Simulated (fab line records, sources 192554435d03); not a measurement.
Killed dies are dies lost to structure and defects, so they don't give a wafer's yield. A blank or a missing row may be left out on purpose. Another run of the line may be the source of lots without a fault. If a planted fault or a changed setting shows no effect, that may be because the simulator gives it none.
Matching of chambers | flow n5-finfet | rie-diel-06 running N5_BEOL_M1_VIA_ETCH_34: 4 sister chambers
The step etches the open film in C4F6/O2, target depth 67.8 nm, time 64.4 s. 8 wafers are shown with their chamber, then 8 later ones without.

WAFERS PAIRED WITH THEIR CHAMBERS
wafer  | chamber | showerhead-plenum-p-Torr (Torr) | throttle-valve-pct (%)
L074.2 | 0       | 2.92                            | 30.53
L077.3 | 0       | 2.92                            | 30.55
L077.5 | 2       | 2.94                            | 30.78
L078.5 | 1       | 2.73                            | 30.84
L079.2 | 3       | 2.96                            | 30.40
L079.4 | 1       | 2.73                            | 30.86
L079.5 | 3       | 2.96                            | 30.40
L086.1 | 2       | 2.93                            | 30.80

WAFERS WHOSE CHAMBER IS MISSING
wafer  | showerhead-plenum-p-Torr (Torr) | throttle-valve-pct (%)
L086.3 | 2.73                            | 30.85
L086.5 | 2.91                            | 30.56
L085.3 | 2.73                            | 30.86
L085.4 | 2.95                            | 30.43
L085.6 | 2.93                            | 30.81
L088.1 | 2.95                            | 30.42
L088.2 | 2.72                            | 30.86
L088.4 | 2.93                            | 30.79

CHAMBER TAKEN BY EACH
wafer  | from the rows above | in truth
L086.3 | 1                   | 1
L086.5 | 0                   | 0
L085.3 | 1                   | 1
L085.4 | 3                   | 3
L085.6 | 2                   | 2
L088.1 | 3                   | 3
L088.2 | 1                   | 1
L088.4 | 2                   | 2
8 of 8 placed correctly. Not placeable from these rows: 0. Number placed wrongly: 0.
How it was worked out, from the rows above alone: a wafer's distance from a chamber is the root of the sum, over the readings, of the square of ((its reading less the chamber's mean) divided by the reading's scatter). The wafer belongs to the nearest chamber; if the next one is less than 2 further off, it can't be placed. A chamber's mean is the mean of its shown wafers. The scatter is the square root of a quotient: the sum, over the shown wafers, of each reading's squared deviation from its chamber's mean, divided by wafers minus chambers.
